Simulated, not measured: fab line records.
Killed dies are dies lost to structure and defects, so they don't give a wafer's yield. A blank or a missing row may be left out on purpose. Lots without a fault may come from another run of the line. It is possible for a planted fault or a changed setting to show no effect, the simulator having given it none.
fab line records / flow nand-harc
record lots=12 wafers=35 last-day=24
route steps=1159 shown A_ZERO_WELL@401 A_ONON_D1@430 END@1159
lots untouched by any fault: they come from a run of this same line in which no faults occurred
start-h: hours from the record's opening day to when the first of the lot's shown wafers began / wait-h: hours since the lot's step before / " repeats the value in the row above / L1.1+2: a single row standing in for several wafers / - value missing, or start not given / * or withheld: withheld / < > ~ a bound
route shown NAME@n: a module of which the file shows steps, and the number in the route of the first / usual: mean and standard deviation over wafers with no fault / same: alike in all rows / chamber/n: place in a boat / sites: the reading at each site / _std_site: their standard deviation / _edge_site: outer sites' mean less inner sites' / radius-mm: how far each site lies from the wafer's centre / mask NAME#n: copy n / behind: tool/chamber where the wafer was last shaped / hold: what put the lot on hold/how long, in hours/how the hold closed / device: whichever transistor did not switch (one of n, p or np) / end of line: the tests these same wafers got at the end of their route / step lacking rows: just its recipe / killed: count of dies lost to structure and defects at first sort (not the wafer's yield) / map: dies across one wafer; x = killed, . = not, _ = none there
set.NAME: setting as actually run; set.NAME@STEP: the setting as run at that earlier step / model.NAME: the simulator's own value behind a step, which no gauge read
route steps across a sampled set of lots; one table per step, one row per wafer
services: when a tool's chamber went out of use (start-h, in hours from the record's first day, below 0 if earlier), for how many hours, and the reason
## steps
# step NHARC_A_ZERO_WELL_CD_MEAS_10
# recipe target-cd-nm=2000 landing-energy-ev=500
# usual cd-nm=1998.6/1.6
# same landing-energy-ev=500
lot.wafer=L720.1 tool=cd-sem-02 chamber=0 start-h=127.54 wait-h=- cd-nm=1996.8
lot.wafer=L720.4 tool=cd-sem-02 chamber=0 start-h=127.54 wait-h=- cd-nm=1996.3
lot.wafer=L720.5 tool=cd-sem-02 chamber=0 start-h=127.54 wait-h=- cd-nm=1997.4
lot.wafer=L723.4 tool=cd-sem-02 chamber=0 start-h=152.44 wait-h=- cd-nm=2002.0
lot.wafer=L723.5 tool=cd-sem-02 chamber=0 start-h=152.44 wait-h=- cd-nm=2000.9
lot.wafer=L723.6 tool=cd-sem-02 chamber=0 start-h=152.44 wait-h=- cd-nm=1998.2
lot.wafer=L722.3 tool=cd-sem-02 chamber=0 start-h=152.67 wait-h=- cd-nm=1995.9
lot.wafer=L722.4 tool=cd-sem-02 chamber=0 start-h=152.67 wait-h=- cd-nm=1997.0
lot.wafer=L722.5 tool=cd-sem-02 chamber=0 start-h=152.67 wait-h=- cd-nm=1998.0
lot.wafer=L724.1 tool=cd-sem-03 chamber=0 start-h=155.49 wait-h=- cd-nm=1998.7
lot.wafer=L724.2 tool=cd-sem-03 chamber=0 start-h=155.49 wait-h=- cd-nm=2000.6
lot.wafer=L724.6 tool=cd-sem-03 chamber=0 start-h=155.49 wait-h=- cd-nm=1999.0
lot.wafer=L721.2 tool=cd-sem-03 chamber=0 start-h=155.96 wait-h=- cd-nm=2000.4
lot.wafer=L721.4 tool=cd-sem-03 chamber=0 start-h=155.96 wait-h=- cd-nm=1999.3
lot.wafer=L721.6 tool=cd-sem-03 chamber=0 start-h=155.96 wait-h=- cd-nm=1999.1
lot.wafer=L725.2 tool=cd-sem-02 chamber=0 start-h=171.40 wait-h=- cd-nm=1998.0
lot.wafer=L725.4 tool=cd-sem-02 chamber=0 start-h=171.40 wait-h=- cd-nm=1996.7
lot.wafer=L725.6 tool=cd-sem-02 chamber=0 start-h=171.40 wait-h=- cd-nm=1998.5
lot.wafer=L726.1 tool=cd-sem-01 chamber=0 start-h=173.36 wait-h=- cd-nm=1997.7
lot.wafer=L726.6 tool=cd-sem-01 chamber=0 start-h=173.36 wait-h=- cd-nm=1998.1
lot.wafer=L730.1 tool=cd-sem-01 chamber=0 start-h=211.12 wait-h=- cd-nm=2000.6
lot.wafer=L730.2 tool=cd-sem-01 chamber=0 start-h=211.12 wait-h=- cd-nm=2000.6
lot.wafer=L730.4 tool=cd-sem-01 chamber=0 start-h=211.12 wait-h=- cd-nm=1999.3
lot.wafer=L736.1 tool=cd-sem-02 chamber=0 start-h=230.02 wait-h=- cd-nm=2000.1
lot.wafer=L736.2 tool=cd-sem-02 chamber=0 start-h=230.02 wait-h=- cd-nm=1999.1
lot.wafer=L736.3 tool=cd-sem-02 chamber=0 start-h=230.02 wait-h=- cd-nm=1998.6
lot.wafer=L738.1 tool=cd-sem-01 chamber=0 start-h=242.25 wait-h=- cd-nm=1997.2
lot.wafer=L738.3 tool=cd-sem-01 chamber=0 start-h=242.25 wait-h=- cd-nm=1998.3
lot.wafer=L738.4 tool=cd-sem-01 chamber=0 start-h=242.25 wait-h=- cd-nm=1997.1
lot.wafer=L742.1 tool=cd-sem-03 chamber=0 start-h=259.17 wait-h=- cd-nm=2000.8
lot.wafer=L742.3 tool=cd-sem-03 chamber=0 start-h=259.17 wait-h=- cd-nm=1997.1
lot.wafer=L742.5 tool=cd-sem-03 chamber=0 start-h=259.17 wait-h=- cd-nm=1999.5
lot.wafer=L743.1 tool=cd-sem-03 chamber=0 start-h=285.64 wait-h=- cd-nm=2000.9
lot.wafer=L743.2 tool=cd-sem-03 chamber=0 start-h=285.64 wait-h=- cd-nm=1998.8
lot.wafer=L743.3 tool=cd-sem-03 chamber=0 start-h=285.64 wait-h=- cd-nm=1995.8
# step NHARC_A_ONON_D1_DEP_09
# recipe target-thk-a=10000 n2-flow-sccm=2750 n2o-flow-sccm=2000 nh3-flow-sccm=500 sih4-flow-sccm=210 temp-c=400
lot.wafer=L720.1+4+5 tool=pecvd-onon-04 chamber=0 start-h=151.25 wait-h=0.1
lot.wafer=L724.1+2+6 tool=pecvd-onon-02 chamber=0 start-h=176.13 wait-h=0.1
lot.wafer=L722.3+4+5 tool=pecvd-onon-01 chamber=0 start-h=176.25 wait-h=0.2
lot.wafer=L723.4+5+6 tool=pecvd-onon-04 chamber=0 start-h=176.35 wait-h=0.2
lot.wafer=L721.2+4+6 tool=pecvd-onon-02 chamber=0 start-h=179.97 wait-h=0.1
lot.wafer=L725.2+4+6 tool=pecvd-onon-04 chamber=0 start-h=196.00 wait-h=0.2
lot.wafer=L726.1+6 tool=pecvd-onon-02 chamber=0 start-h=196.16 wait-h=0.1
lot.wafer=L730.1+2+4 tool=pecvd-onon-02 chamber=0 start-h=232.65 wait-h=0.1
lot.wafer=L736.1+2+3 tool=pecvd-onon-01 chamber=0 start-h=255.90 wait-h=0.2
lot.wafer=L738.1+3+4 tool=pecvd-onon-04 chamber=0 start-h=265.41 wait-h=0.1
lot.wafer=L742.1+3+5 tool=pecvd-onon-01 chamber=0 start-h=282.70 wait-h=0.1
lot.wafer=L743.1+2+3 tool=pecvd-onon-02 chamber=0 start-h=310.37 wait-h=0.1
# step NHARC_A_ONON_D1_THK_MEAS_11
# recipe thk-meas-gauge=ellipsometry
# usual thk-nm=1001/9.1
lot.wafer=L720.1 tool=film-metro-02 chamber=- start-h=151.75 wait-h=- thk-nm=990
lot.wafer=L720.4 tool=film-metro-02 chamber=- start-h=151.75 wait-h=- thk-nm=991
lot.wafer=L720.5 tool=film-metro-02 chamber=- start-h=151.75 wait-h=- thk-nm=991
lot.wafer=L724.1 tool=film-metro-02 chamber=- start-h=176.64 wait-h=- thk-nm=997
lot.wafer=L724.2 tool=film-metro-02 chamber=- start-h=176.64 wait-h=- thk-nm=996
lot.wafer=L724.6 tool=film-metro-02 chamber=- start-h=176.64 wait-h=- thk-nm=994
lot.wafer=L722.3 tool=film-metro-01 chamber=- start-h=176.64 wait-h=- thk-nm=1013
lot.wafer=L722.4 tool=film-metro-01 chamber=- start-h=176.64 wait-h=- thk-nm=1011
lot.wafer=L722.5 tool=film-metro-01 chamber=- start-h=176.64 wait-h=- thk-nm=1012
lot.wafer=L723.4 tool=film-metro-02 chamber=- start-h=176.69 wait-h=- thk-nm=999
lot.wafer=L723.5 tool=film-metro-02 chamber=- start-h=176.69 wait-h=- thk-nm=998
lot.wafer=L723.6 tool=film-metro-02 chamber=- start-h=176.69 wait-h=- thk-nm=997
lot.wafer=L721.2 tool=film-metro-02 chamber=- start-h=180.42 wait-h=- thk-nm=995
lot.wafer=L721.4 tool=film-metro-02 chamber=- start-h=180.42 wait-h=- thk-nm=997
lot.wafer=L721.6 tool=film-metro-02 chamber=- start-h=180.42 wait-h=- thk-nm=998
lot.wafer=L725.2 tool=film-metro-02 chamber=- start-h=196.46 wait-h=- thk-nm=997
lot.wafer=L725.4 tool=film-metro-02 chamber=- start-h=196.46 wait-h=- thk-nm=998
lot.wafer=L725.6 tool=film-metro-02 chamber=- start-h=196.46 wait-h=- thk-nm=997
lot.wafer=L726.1 tool=film-metro-01 chamber=- start-h=196.67 wait-h=- thk-nm=1672
lot.wafer=L726.6 tool=film-metro-01 chamber=- start-h=196.67 wait-h=- thk-nm=998
lot.wafer=L730.1 tool=film-metro-02 chamber=- start-h=233.16 wait-h=- thk-nm=1675
lot.wafer=L730.2 tool=film-metro-02 chamber=- start-h=233.16 wait-h=- thk-nm=998
lot.wafer=L730.4 tool=film-metro-02 chamber=- start-h=233.16 wait-h=- thk-nm=1675
lot.wafer=L736.1 tool=film-metro-01 chamber=- start-h=256.40 wait-h=- thk-nm=1007
lot.wafer=L736.2 tool=film-metro-01 chamber=- start-h=256.40 wait-h=- thk-nm=1006
lot.wafer=L736.3 tool=film-metro-01 chamber=- start-h=256.40 wait-h=- thk-nm=1007
lot.wafer=L738.1 tool=film-metro-01 chamber=- start-h=265.92 wait-h=- thk-nm=1006
lot.wafer=L738.3 tool=film-metro-01 chamber=- start-h=265.92 wait-h=- thk-nm=1004
lot.wafer=L738.4 tool=film-metro-01 chamber=- start-h=265.92 wait-h=- thk-nm=1004
lot.wafer=L742.1 tool=film-metro-02 chamber=- start-h=283.21 wait-h=- thk-nm=1004
lot.wafer=L742.3 tool=film-metro-02 chamber=- start-h=283.21 wait-h=- thk-nm=1006
lot.wafer=L742.5 tool=film-metro-02 chamber=- start-h=283.21 wait-h=- thk-nm=1007
lot.wafer=L743.1 tool=film-metro-02 chamber=- start-h=310.88 wait-h=- thk-nm=994
lot.wafer=L743.2 tool=film-metro-02 chamber=- start-h=310.88 wait-h=- thk-nm=992
lot.wafer=L743.3 tool=film-metro-02 chamber=- start-h=310.88 wait-h=- thk-nm=995
# step NHARC_A_ONON_D1_DEP_33
# recipe target-thk-a=2000 temp-c=400 pressure-torr=6.5 rf-w=900 teos-flow-sccm=161.4 flow-sccm=2650 target-thk-nm=200 gas=O2 material=SiO2
# usual heater-power-w=530/83 throttle-valve-pct=16.0/0.52
lot.wafer=L720.1 tool=pecvd-03 chamber=0 start-h=165.52 wait-h=0.1 heater-power-w=489 throttle-valve-pct=16.2
lot.wafer=L720.4 tool=pecvd-03 chamber=0 start-h=165.52 wait-h=0.1 heater-power-w=354 throttle-valve-pct=15.9
lot.wafer=L720.5 tool=pecvd-03 chamber=1 start-h=165.52 wait-h=0.1 heater-power-w=507 throttle-valve-pct=15.7
lot.wafer=L722.3 tool=pecvd-04 chamber=2 start-h=190.52 wait-h=0.1 heater-power-w=554 throttle-valve-pct=16.1
lot.wafer=L722.5 tool=pecvd-04 chamber=1 start-h=190.52 wait-h=0.1 heater-power-w=495 throttle-valve-pct=15.7
lot.wafer=L722.4 tool=pecvd-04 chamber=2 start-h=190.52 wait-h=0.1 heater-power-w=565 throttle-valve-pct=15.7
lot.wafer=L721.2 tool=pecvd-02 chamber=1 start-h=190.60 wait-h=0.2 heater-power-w=574 throttle-valve-pct=16.6
lot.wafer=L721.6 tool=pecvd-02 chamber=0 start-h=190.60 wait-h=0.2 heater-power-w=525 throttle-valve-pct=16.7
lot.wafer=L721.4 tool=pecvd-02 chamber=1 start-h=190.60 wait-h=0.2 heater-power-w=590 throttle-valve-pct=16.5
lot.wafer=L723.4 tool=pecvd-03 chamber=0 start-h=190.75 wait-h=0.2 heater-power-w=460 throttle-valve-pct=16.3
lot.wafer=L723.5 tool=pecvd-03 chamber=1 start-h=190.75 wait-h=0.2 heater-power-w=554 throttle-valve-pct=15.9
lot.wafer=L723.6 tool=pecvd-03 chamber=2 start-h=190.75 wait-h=0.2 heater-power-w=533 throttle-valve-pct=16.4
lot.wafer=L724.1 tool=pecvd-02 chamber=2 start-h=190.88 wait-h=0.1 heater-power-w=609 throttle-valve-pct=14.7
lot.wafer=L724.2 tool=pecvd-02 chamber=0 start-h=190.88 wait-h=0.1 heater-power-w=501 throttle-valve-pct=16.7
lot.wafer=L724.6 tool=pecvd-02 chamber=1 start-h=190.88 wait-h=0.1 heater-power-w=589 throttle-valve-pct=16.4
lot.wafer=L726.1 tool=pecvd-02 chamber=2 start-h=206.46 wait-h=0.1 heater-power-w=689 throttle-valve-pct=14.9
lot.wafer=L726.6 tool=pecvd-02 chamber=0 start-h=206.46 wait-h=0.1 heater-power-w=559 throttle-valve-pct=16.6
lot.wafer=L725.2 tool=pecvd-03 chamber=0 start-h=206.72 wait-h=0.1 heater-power-w=433 throttle-valve-pct=15.9
lot.wafer=L725.4 tool=pecvd-03 chamber=2 start-h=206.72 wait-h=0.1 heater-power-w=569 throttle-valve-pct=16.1
lot.wafer=L725.6 tool=pecvd-03 chamber=1 start-h=206.72 wait-h=0.1 heater-power-w=574 throttle-valve-pct=15.9
lot.wafer=L730.1 tool=pecvd-04 chamber=2 start-h=244.58 wait-h=0.1 heater-power-w=576 throttle-valve-pct=15.9
lot.wafer=L730.2 tool=pecvd-04 chamber=0 start-h=244.58 wait-h=0.1 heater-power-w=455 throttle-valve-pct=15.4
lot.wafer=L730.4 tool=pecvd-04 chamber=1 start-h=244.58 wait-h=0.1 heater-power-w=557 throttle-valve-pct=15.3
lot.wafer=L736.2 tool=pecvd-04 chamber=2 start-h=266.21 wait-h=0.1 heater-power-w=522 throttle-valve-pct=15.8
lot.wafer=L736.3 tool=pecvd-04 chamber=0 start-h=266.21 wait-h=0.1 heater-power-w=423 throttle-valve-pct=15.7
lot.wafer=L736.1 tool=pecvd-04 chamber=1 start-h=266.21 wait-h=0.1 heater-power-w=556 throttle-valve-pct=15.7
lot.wafer=L738.1 tool=pecvd-03 chamber=1 start-h=276.99 wait-h=0.1 heater-power-w=589 throttle-valve-pct=15.8
lot.wafer=L738.3 tool=pecvd-03 chamber=2 start-h=276.99 wait-h=0.1 heater-power-w=546 throttle-valve-pct=16.2
lot.wafer=L738.4 tool=pecvd-03 chamber=2 start-h=276.99 wait-h=0.1 heater-power-w=554 throttle-valve-pct=16.5
lot.wafer=L742.3 tool=pecvd-04 chamber=1 start-h=294.47 wait-h=0.3 heater-power-w=562 throttle-valve-pct=15.6
lot.wafer=L742.1 tool=pecvd-04 chamber=0 start-h=294.47 wait-h=0.3 heater-power-w=438 throttle-valve-pct=15.6
lot.wafer=L742.5 tool=pecvd-04 chamber=2 start-h=294.47 wait-h=0.3 heater-power-w=545 throttle-valve-pct=15.9
lot.wafer=L743.2 tool=pecvd-03 chamber=2 start-h=320.88 wait-h=0.1 heater-power-w=432 throttle-valve-pct=15.8
lot.wafer=L743.3 tool=pecvd-03 chamber=0 start-h=320.88 wait-h=0.1 heater-power-w=409 throttle-valve-pct=16.4
lot.wafer=L743.1 tool=pecvd-03 chamber=1 start-h=320.88 wait-h=0.1 heater-power-w=505 throttle-valve-pct=15.6
# step NHARC_END_SORT_01
# recipe temp-c=25
# usual killed-at-array=29/9.4 killed-at-other=0.7/1.3 killed-at-periphery=2.9/2.1 killed-dies=32/9 killed-open=3.3/1.8 killed-short=1.9/1.4
# same gross-dies=677
lot.wafer=L722.3 tool=prober-01 chamber=0 start-h=465.29 wait-h=3.1 killed-at-array=27 killed-at-other=0 killed-at-periphery=4 killed-dies=31 killed-open=2 killed-short=3
lot.wafer=L722.4 tool=prober-01 chamber=0 start-h=466.09 wait-h=3.4 killed-at-array=34 killed-at-other=2 killed-at-periphery=5 killed-dies=41 killed-open=6 killed-short=1
lot.wafer=L722.5 tool=prober-01 chamber=0 start-h=466.90 wait-h=3.7 killed-at-array=26 killed-at-other=1 killed-at-periphery=2 killed-dies=29 killed-open=7 killed-short=0
lot.wafer=L720.1 tool=prober-02 chamber=0 start-h=471.54 wait-h=2.5 killed-at-array=31 killed-at-other=0 killed-at-periphery=1 killed-dies=32 killed-open=1 killed-short=5
lot.wafer=L720.4 tool=prober-02 chamber=0 start-h=473.89 wait-h=3.4 killed-at-array=27 killed-at-other=0 killed-at-periphery=1 killed-dies=28 killed-open=3 killed-short=0
lot.wafer=L720.5 tool=prober-02 chamber=0 start-h=474.68 wait-h=3.6 killed-at-array=30 killed-at-other=0 killed-at-periphery=1 killed-dies=31 killed-open=0 killed-short=1
lot.wafer=L723.4 tool=prober-02 chamber=0 start-h=489.36 wait-h=3.4 killed-at-array=16 killed-at-other=0 killed-at-periphery=2 killed-dies=18 killed-open=2 killed-short=1
lot.wafer=L723.5 tool=prober-02 chamber=0 start-h=490.16 wait-h=3.7 killed-at-array=21 killed-at-other=0 killed-at-periphery=0 killed-dies=21 killed-open=3 killed-short=1
lot.wafer=L723.6 tool=prober-02 chamber=0 start-h=490.96 wait-h=4.0 killed-at-array=27 killed-at-other=0 killed-at-periphery=2 killed-dies=29 killed-open=5 killed-short=1
lot.wafer=L726.1 tool=prober-02 chamber=0 start-h=503.22 wait-h=2.5 killed-at-array=670 killed-at-other=1 killed-at-periphery=6 killed-dies=677 killed-open=4 killed-short=5
lot.wafer=L726.6 tool=prober-02 chamber=0 start-h=507.27 wait-h=4.0 killed-at-array=14 killed-at-other=3 killed-at-periphery=7 killed-dies=24 killed-open=3 killed-short=1
lot.wafer=L730.1 tool=prober-01 chamber=0 start-h=503.24 wait-h=2.5 killed-at-array=668 killed-at-other=0 killed-at-periphery=9 killed-dies=677 killed-open=4 killed-short=3
lot.wafer=L730.2 tool=prober-01 chamber=0 start-h=504.04 wait-h=2.8 killed-at-array=29 killed-at-other=1 killed-at-periphery=9 killed-dies=39 killed-open=0 killed-short=3
lot.wafer=L730.4 tool=prober-01 chamber=0 start-h=505.64 wait-h=3.4 killed-at-array=670 killed-at-other=0 killed-at-periphery=7 killed-dies=677 killed-open=3 killed-short=0
lot.wafer=L742.1 tool=prober-01 chamber=0 start-h=563.67 wait-h=2.5 killed-at-array=14 killed-at-other=1 killed-at-periphery=0 killed-dies=15 killed-open=2 killed-short=3
lot.wafer=L742.3 tool=prober-01 chamber=0 start-h=565.25 wait-h=3.1 killed-at-array=23 killed-at-other=0 killed-at-periphery=7 killed-dies=30 killed-open=3 killed-short=5
lot.wafer=L742.5 tool=prober-01 chamber=0 start-h=566.83 wait-h=3.7 killed-at-array=19 killed-at-other=1 killed-at-periphery=7 killed-dies=27 killed-open=6 killed-short=4
lot.wafer=L743.1 tool=prober-02 chamber=0 start-h=579.41 wait-h=2.5 killed-at-array=37 killed-at-other=0 killed-at-periphery=1 killed-dies=38 killed-open=6 killed-short=1
lot.wafer=L743.2 tool=prober-02 chamber=0 start-h=580.21 wait-h=2.8 killed-at-array=38 killed-at-other=0 killed-at-periphery=2 killed-dies=40 killed-open=1 killed-short=1
lot.wafer=L743.3 tool=prober-02 chamber=0 start-h=581.00 wait-h=3.1 killed-at-array=42 killed-at-other=0 killed-at-periphery=1 killed-dies=43 killed-open=7 killed-short=0
# killed by level:class
L722.3 A_CHANNEL_HOLE_D1:chamber-film-flake=14 A_STAIRCASE:chamber-film-flake=4 A_ONON_D1:geometric-particle:short=2 P_ZERO_WELL:chamber-film-flake=2 A_CHANNEL_FILL_D1:chamber-film-flake=2 A_CONTACT:chamber-film-flake=2 P_CONTACT:geometric-particle:open=1 A_CHANNEL_FILL_D1:geometric-particle:short=1
L722.4 A_CHANNEL_HOLE_D1:chamber-film-flake=17 A_CHANNEL_FILL_D1:chamber-film-flake=5 A_STAIRCASE:chamber-film-flake=4 A_M0:chamber-film-flake=3 P_GATE:geometric-particle:open=2 A_CONTACT:chamber-film-flake=2 P_M0:geometric-particle:open=1 P_M2:geometric-particle:short=1
L722.5 A_CHANNEL_HOLE_D1:chamber-film-flake=15 A_CHANNEL_FILL_D1:geometric-particle:open=4 A_CONTACT:geometric-particle:open=2 A_M0:chamber-film-flake=2 P_CONTACT:geometric-particle:open=1 P_STI:chamber-film-flake=1 A_CHANNEL_FILL_D1:chamber-film-flake=1 A_WL_FILL:chamber-film-flake=1
L720.1 A_SLIT:chamber-film-flake=8 A_CHANNEL_HOLE_D1:chamber-film-flake=6 A_CONTACT:chamber-film-flake=4 A_ZERO_WELL:chamber-film-flake=2 A_M0:chamber-film-flake=2 A_CHANNEL_FILL_D1:geometric-particle:short=1 A_WL_FILL:geometric-particle:short=1 A_CONTACT:geometric-particle:short=1
L720.4 A_CHANNEL_HOLE_D1:chamber-film-flake=10 A_SLIT:chamber-film-flake=10 A_CONTACT:chamber-film-flake=3 P_M2:geometric-particle:open=1 A_ONON_D1:geometric-particle:open=1 A_CONTACT:geometric-particle:open=1 A_STAIRCASE:chamber-film-flake=1 A_M0:chamber-film-flake=1
L720.5 A_CHANNEL_HOLE_D1:chamber-film-flake=13 A_SLIT:chamber-film-flake=7 A_STAIRCASE:chamber-film-flake=4 A_CONTACT:chamber-film-flake=3 A_SOURCE_PLATE:geometric-particle:short=1 P_STI:chamber-film-flake=1 A_ZERO_WELL:chamber-film-flake=1 A_WL_FILL:chamber-film-flake=1
L723.4 A_CHANNEL_HOLE_D1:chamber-film-flake=7 A_STAIRCASE:chamber-film-flake=3 A_CONTACT:chamber-film-flake=3 P_M0:geometric-particle:open=1 A_WL_FILL:geometric-particle:open=1 A_CONTACT:geometric-particle:short=1 P_STI:chamber-film-flake=1 A_M0:chamber-film-flake=1
L723.5 A_CHANNEL_HOLE_D1:chamber-film-flake=13 A_M0:geometric-particle:open=2 A_WL_FILL:chamber-film-flake=2 A_WL_FILL:geometric-particle:short=1 A_BLC:geometric-particle:open=1 A_ZERO_WELL:chamber-film-flake=1 A_STAIRCASE:chamber-film-flake=1
L723.6 A_CHANNEL_HOLE_D1:chamber-film-flake=14 A_CONTACT:chamber-film-flake=4 A_STAIRCASE:chamber-film-flake=3 A_CONTACT:geometric-particle:open=2 P_M0:geometric-particle:open=1 A_SOURCE_PLATE:geometric-particle:open=1 A_CHANNEL_FILL_D1:geometric-particle:short=1 A_CHANNEL_FILL_D1:geometric-particle:open=1
L726.1 A_ONON_D1:area-dep=652 A_CHANNEL_HOLE_D1:chamber-film-flake=4 A_CONTACT:chamber-film-flake=3 A_CONTACT:geometric-particle:open=2 P_STI:chamber-film-flake=2 P_CONTACT:chamber-film-flake=2 A_ZERO_WELL:chamber-film-flake=2 P_GATE:geometric-particle:open=1
L730.1 A_ONON_D1:area-dep=633 A_SGD_CUT:chamber-film-flake=10 A_SLIT:chamber-film-flake=9 A_CHANNEL_HOLE_D1:chamber-film-flake=7 P_GATE:chamber-film-flake=4 A_CONTACT:chamber-film-flake=4 P_ZERO_WELL:chamber-film-flake=3 P_GATE:geometric-particle:open=1
L730.2 A_SLIT:chamber-film-flake=14 A_SGD_CUT:chamber-film-flake=7 A_CHANNEL_HOLE_D1:chamber-film-flake=5 P_ZERO_WELL:chamber-film-flake=3 P_STI:chamber-film-flake=3 P_GATE:chamber-film-flake=2 P_M0:geometric-particle:short=1 A_CHANNEL_FILL_D1:geometric-particle:short=1
L730.4 A_ONON_D1:area-dep=648 A_SLIT:chamber-film-flake=9 P_ZERO_WELL:chamber-film-flake=4 A_CHANNEL_HOLE_D1:chamber-film-flake=4 A_SGD_CUT:chamber-film-flake=4 A_CONTACT:geometric-particle:open=2 P_GATE:chamber-film-flake=2 A_SGD_CUT:geometric-particle:open=1
L726.6 A_ZERO_WELL:chamber-film-flake=4 P_STI:chamber-film-flake=3 P_M1:chamber-film-flake=3 A_CONTACT:chamber-film-flake=3 A_STAIRCASE:chamber-film-flake=3 THIN_TSV:chamber-film-flake=2 A_WL_FILL:geometric-particle:short=1 A_CONTACT:geometric-particle:open=1
L742.1 A_CHANNEL_HOLE_D1:chamber-film-flake=8 A_CONTACT:chamber-film-flake=2 A_CHANNEL_FILL_D1:geometric-particle:short=1 A_WL_FILL:geometric-particle:short=1 A_CONTACT:geometric-particle:open=1 A_M0:geometric-particle:short=1 STARTING-WAFER:geometric-particle:open=1
L742.3 A_CHANNEL_HOLE_D1:chamber-film-flake=15 A_WL_FILL:geometric-particle:short=2 A_M0:geometric-particle:short=2 P_ZERO_WELL:chamber-film-flake=2 P_GATE:chamber-film-flake=2 P_M0:chamber-film-flake=2 P_CONTACT:geometric-particle:open=1 A_CHANNEL_HOLE_D1:geometric-particle:short=1
L742.5 A_CHANNEL_HOLE_D1:chamber-film-flake=11 A_WL_FILL:geometric-particle:open=3 A_CONTACT:geometric-particle:short=2 P_CONTACT:chamber-film-flake=2 P_CONTACT:geometric-particle:open=1 P_M0:geometric-particle:open=1 A_ONON_D1:geometric-particle:short=1 A_CONTACT:geometric-particle:open=1
L743.1 A_SLIT:chamber-film-flake=21 A_STAIRCASE:chamber-film-flake=3 A_CONTACT:chamber-film-flake=3 A_CONTACT:geometric-particle:open=2 A_M0:geometric-particle:open=2 P_M0:geometric-particle:open=1 A_SGD_CUT:geometric-particle:open=1 A_M0:geometric-particle:short=1
L743.2 A_SLIT:chamber-film-flake=21 A_CHANNEL_HOLE_D1:chamber-film-flake=4 A_CONTACT:chamber-film-flake=4 A_STAIRCASE:chamber-film-flake=3 A_CHANNEL_HOLE_D1:unspecified=2 A_M1:chamber-film-flake=2 P_M1:geometric-particle:short=1 A_CONTACT:geometric-particle:open=1
L743.3 A_SLIT:chamber-film-flake=20 A_CONTACT:chamber-film-flake=6 A_STAIRCASE:chamber-film-flake=5 A_ONON_D1:geometric-particle:open=2 A_CHANNEL_HOLE_D1:unspecified=2 P_CONTACT:geometric-particle:open=1 A_CHANNEL_FILL_D1:geometric-particle:open=1 A_CONTACT:geometric-particle:open=1
## services
tool=pecvd-03 chamber=- start-h=129.03 hours=1.9 kind=repair
tool=pecvd-02 chamber=2 start-h=145.66 hours=14.2 kind=repair
tool=pecvd-02 chamber=- start-h=153.32 hours=13.0 kind=pm
tool=pecvd-02 chamber=0 start-h=153.32 hours=13.0 kind=vent-cycle
tool=pecvd-02 chamber=1 start-h=153.32 hours=13.0 kind=vent-cycle
tool=pecvd-02 chamber=0 start-h=166.32 hours=- kind=clean
tool=pecvd-04 chamber=- start-h=188.84 hours=1.5 kind=repair
tool=pecvd-onon-01 chamber=- start-h=195.04 hours=13.0 kind=pm
tool=pecvd-04 chamber=- start-h=195.27 hours=13.0 kind=pm
tool=pecvd-04 chamber=0 start-h=195.27 hours=13.0 kind=vent-cycle
tool=pecvd-04 chamber=1 start-h=195.27 hours=13.0 kind=vent-cycle
tool=pecvd-04 chamber=2 start-h=195.27 hours=13.0 kind=vent-cycle
tool=pecvd-04 chamber=0 start-h=208.27 hours=- kind=clean
tool=pecvd-04 chamber=1 start-h=208.27 hours=- kind=clean
tool=pecvd-04 chamber=2 start-h=208.27 hours=- kind=clean
tool=pecvd-02 chamber=- start-h=231.10 hours=0.5 kind=repair
tool=pecvd-04 chamber=2 start-h=236.04 hours=5.6 kind=repair
tool=pecvd-onon-04 chamber=- start-h=237.00 hours=13.0 kind=pm
tool=pecvd-03 chamber=- start-h=284.59 hours=2.8 kind=repair
tool=pecvd-onon-02 chamber=- start-h=292.33 hours=13.0 kind=pm
tool=pecvd-03 chamber=- start-h=292.35 hours=13.0 kind=pm
tool=pecvd-03 chamber=0 start-h=292.35 hours=16.6 kind=vent-cycle
tool=pecvd-03 chamber=1 start-h=292.35 hours=16.6 kind=vent-cycle
tool=pecvd-03 chamber=2 start-h=292.35 hours=16.6 kind=vent-cycle
## key
first-sign step=NHARC_A_ONON_D1_THK_MEAS_11 reading=thk-nm direction=up sigmas=74 usual=1001 struck=1674
effect step=NHARC_END_SORT_01 reading=killed-dies direction=up sigmas=72 usual=32 struck=677
more-kills-born-at NHARC_A_ONON_D1_DEP_09@pecvd-onon-02=1933
met-at NHARC_A_ONON_D1_DEP_09
struck-lots L726,L730
struck-wafers L726.1,L730.1,L730.4
later-rows-left-out L726.1,L730.1,L730.4
tester-left-out L726,L730
not-acting-at NHARC_A_ZERO_WELL_CD_MEAS_10,NHARC_A_ONON_D1_DEP_33
onset-between 179.97 196.16
fault kind=process-parameter-drift tool=pecvd-onon-02 chamber=- onset-h=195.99 steps=NHARC_A_ONON_D1_DEP_09 channel=target-thk-a offset=* shape=step end-h=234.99 scope=struck-wafers-only acts-in=* stated=*
# tester-left-out: of these lots the tester's yield and bins aren't shown, on N5 and GAA mostly nor the transistor test; their killed dies are dies lost to structure and defects alone, not to doping, threshold or leakage, so they don't give the yield
# later-rows-left-out: the simulator's readings of these wafers behind a module that went badly wrong aren't trusted and aren't shown, but for the sort
